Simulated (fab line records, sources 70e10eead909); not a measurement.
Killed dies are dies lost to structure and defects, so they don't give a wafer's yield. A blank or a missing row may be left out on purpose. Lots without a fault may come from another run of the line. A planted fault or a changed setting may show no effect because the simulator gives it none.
Which tool did it? | flow nand_harc | 24 lots, 72 wafers sampled, at 3 steps of a route of 1302

WHAT THE GAUGES READ, wafer by wafer
NHARC_P_ZERO_WELL_CD_MEAS_11: target cd 500 nm. Usual: cd_nm 500 nm, standard deviation 3.3.
lot  | measured     | on        | cd_nm (nm)  | flag
L074 | day 1 21:14  | cd_sem-02 | 507 505 504 |
L075 | day 2 07:07  | cd_sem-02 | 497 497 502 |
L076 | day 2 17:07  | cd_sem-03 | 503 501 501 |
L077 | day 3 03:08  | cd_sem-03 | 498 495 499 |
L078 | day 3 13:15  | cd_sem-01 | 500 503 496 |
L079 | day 3 23:14  | cd_sem-02 | 497 502 500 |
L080 | day 4 09:07  | cd_sem-03 | 500 498 498 |
L081 | day 4 19:14  | cd_sem-02 | 494 496 496 |
L082 | day 5 05:14  | cd_sem-03 | 504 501 501 |
L083 | day 5 15:14  | cd_sem-02 | 503 507 501 |
L084 | day 6 01:14  | cd_sem-02 | 496 496 496 |
L085 | day 6 11:15  | cd_sem-03 | 496 501 498 |
L086 | day 6 21:28  | cd_sem-02 | 499 498 504 |
L087 | day 7 07:14  | cd_sem-03 | 495 495 503 |
L088 | day 7 17:14  | cd_sem-02 | 501 496 503 |
L089 | day 8 03:17  | cd_sem-01 | 504 501 508 |
L090 | day 8 13:14  | cd_sem-03 | 501 503 503 |
L091 | day 8 23:16  | cd_sem-01 | 497 497 496 |
L092 | day 9 09:14  | cd_sem-03 | 500 499 495 |
L093 | day 9 19:16  | cd_sem-02 | 496 497 500 |
L094 | day 10 05:18 | cd_sem-02 | 498 502 499 |
L095 | day 10 15:15 | cd_sem-03 | 498 501 502 |
L096 | day 11 01:16 | cd_sem-02 | 503 507 502 |
L097 | day 11 11:14 | cd_sem-01 | 500 496 500 |

NHARC_P_GATE_CD_MEAS_33. Usual: cd_nm 120 nm, standard deviation 3.8.
lot  | measured     | on        | cd_nm (nm)  | flag
L074 | day 5 05:02  | cd_sem-02 | 120 124 117 |
L075 | day 5 09:01  | cd_sem-03 | 125 122 113 |
L076 | day 5 21:44  | cd_sem-02 | 119 111 121 |
L077 | day 6 03:52  | cd_sem-03 | 125 116 114 |
L078 | day 6 17:40  | cd_sem-02 | 117 124 120 |
L079 | day 7 08:30  | cd_sem-03 | 122 122 122 |
L080 | day 7 09:09  | cd_sem-03 | 127 120 125 |
L081 | day 7 23:46  | cd_sem-03 | 122 127 124 |
L082 | day 8 05:14  | cd_sem-02 | 112 121 120 |
L083 | day 8 21:32  | cd_sem-02 | 122 117 110 |
L084 | day 9 02:53  | cd_sem-03 | 116 121 115 |
L085 | day 9 19:52  | cd_sem-01 | 118 116 121 |
L086 | day 9 22:35  | cd_sem-03 | 117 113 112 |
L087 | day 10 10:19 | cd_sem-03 | 119 121 126 |
L088 | day 11 04:52 | cd_sem-01 | 121 118 117 |
L089 | day 11 05:28 | cd_sem-01 | 126 117 117 |
L090 | day 11 16:20 | cd_sem-02 | 122 117 122 |
L091 | day 11 21:35 | cd_sem-03 | 118 119 120 |
L092 | day 12 14:26 | cd_sem-03 | 120 122 122 |
L093 | day 13 00:16 | cd_sem-02 | 123 118 119 |
L094 | day 13 09:34 | cd_sem-01 | 122 118 122 |
L095 | day 13 16:41 | cd_sem-03 | 119 124 121 |
L096 | day 14 06:22 | cd_sem-01 | 125 119 123 |
L097 | day 14 21:32 | cd_sem-03 | 129 121 124 |

WHICH TOOL RAN EACH LOT (tool, then ch and the chambers of the sampled wafers, then the start)
lot  | NHARC_P_GATE_STRIP_108
L074 | rie_diel-04 ch 0,1,3, day 5 04:51
L075 | rie_diel-04 ch 2,3, day 5 08:49
L076 | rie_diel-08 ch 0,3, day 5 21:34
L077 | rie_diel-03 ch 0,1,2, day 6 03:41
L078 | rie_diel-04 ch 0,1, day 6 17:29
L079 | rie_diel-03 ch 0,1, day 7 08:19
L080 | rie_diel-04 ch 0,3, day 7 08:59
L081 | rie_diel-08 ch 0,1,2, day 7 23:35
L082 | rie_diel-04 ch 0,1,3, day 8 05:05
L083 | rie_diel-03 ch 0,1,3, day 8 21:22
L084 | rie_diel-04 ch 0,1,3, day 9 02:43
L085 | rie_diel-04 ch 2,3, day 9 19:41
L086 | rie_diel-03 ch 0,1,3, day 9 22:25
L087 | rie_diel-04 ch 0,2,3, day 10 10:09
L088 | rie_diel-03 ch 1,2,3, day 11 04:41
L089 | rie_diel-03 ch 1,2,3, day 11 05:17
L090 | rie_diel-04 ch 0,1,3, day 11 16:11
L091 | rie_diel-04 ch 1,2,3, day 11 21:27
L092 | rie_diel-03 ch 0,3, day 12 14:16
L093 | rie_diel-04 ch 0,2,3, day 13 00:05
L094 | rie_diel-03 ch 0,3, day 13 09:23
L095 | rie_diel-04 ch 0,3, day 13 16:31
L096 | rie_diel-08 ch 0,1,3, day 14 06:13
L097 | rie_diel-08 ch 0,1,3, day 14 21:24
- NHARC_P_GATE_STRIP_108: strips in O2.

WHAT THE TOOLS THEMSELVES READ (means of the sampled wafers that have a number; where no wafer has one, the mark that the record gives instead)
NHARC_P_GATE_STRIP_108. Usual: drypump_motor_current_A 5.8 A, standard deviation 0.49; oes_product_au 0.991 a.u., standard deviation 0.015; rf_vpp_V 57.9 V, standard deviation 0.82; showerhead_plenum_p_Torr 3.53 Torr, standard deviation 0.12; throttle_valve_pct 17.037 %, standard deviation 0.0096.
lot  | tool        | drypump_motor_current_A (A) | oes_product_au (a.u.) | rf_vpp_V (V) | showerhead_plenum_p_Torr (Torr) | throttle_valve_pct (%) | flag
L074 | rie_diel-04 | 6.0                         | 0.976                 | 58.1         | 3.57                            | 17.038                 |
L075 | rie_diel-04 | 5.8                         | 0.977                 | 57.7         | 3.68                            | 17.036                 |
L076 | rie_diel-08 | 6.3                         | 0.993                 | 58.2         | 3.36                            | 17.035                 |
L077 | rie_diel-03 | 5.6                         | 1.002                 | 58.0         | 3.47                            | 17.045                 |
L078 | rie_diel-04 | 6.2                         | 0.983                 | 58.6         | 3.63                            | 17.033                 |
L079 | rie_diel-03 | 5.7                         | 0.992                 | 58.0         | 3.50                            | 17.040                 |
L080 | rie_diel-04 | 5.9                         | 0.993                 | 57.6         | 3.48                            | 17.039                 |
L081 | rie_diel-08 | 6.0                         | 0.988                 | 57.4         | 3.55                            | 17.040                 |
L082 | rie_diel-04 | 6.1                         | 0.990                 | 57.7         | 3.57                            | 17.038                 |
L083 | rie_diel-03 | 5.3                         | 0.996                 | 57.5         | 3.49                            | 17.032                 |
L084 | rie_diel-04 | 6.1                         | 1.003                 | 58.6         | 3.57                            | 17.037                 |
L085 | rie_diel-04 | 5.7                         | 0.985                 | 58.7         | 3.68                            | 17.048                 |
L086 | rie_diel-03 | 5.3                         | 0.997                 | 57.4         | 3.49                            | 17.034                 |
L087 | rie_diel-04 | 5.7                         | 0.990                 | 57.8         | 3.58                            | 17.030                 |
L088 | rie_diel-03 | 5.5                         | 0.984                 | 58.3         | 3.45                            | 17.019                 |
L089 | rie_diel-03 | 5.6                         | 0.988                 | 58.1         | 3.45                            | 17.041                 |
L090 | rie_diel-04 | 6.0                         | 1.002                 | 58.5         | 3.57                            | 17.032                 |
L091 | rie_diel-04 | 5.9                         | 0.983                 | 58.0         | 3.67                            | 17.042                 |
L092 | rie_diel-03 | 4.9                         | 0.991                 | 57.6         | 3.47                            | 17.036                 |
L093 | rie_diel-04 | 5.8                         | 1.000                 | 58.9         | 3.57                            | 17.031                 |
L094 | rie_diel-03 | 4.9                         | 0.987                 | 57.0         | 3.47                            | 17.042                 |
L095 | rie_diel-04 | 5.8                         | 0.998                 | 57.3         | 3.48                            | 17.033                 |
L096 | rie_diel-08 | 6.1                         | 0.993                 | 56.9         | 3.46                            | 17.028                 |
L097 | rie_diel-08 | 6.1                         | 0.992                 | 57.9         | 3.46                            | 17.034                 |

THE ANSWER, worked out from the rows above alone
Rule: a lot is off if the mean of its wafers that have a number lies more than 3 standard deviations from the usual mean. A lot without any number at a reading at which 4 lots or more have one is off too. The other lots that the step has rows for count as sound. The gauges are gone through in route order, then the tools' own readings, and for those a lot's mean is taken as printed above. The first step at which some lot is off is used, and at that step the reading that is off furthest; a lot without a number counts as furthest.
No lot is off at any reading shown: from this, nothing can be told.

WHAT THE SIMULATOR HAD PUT IN
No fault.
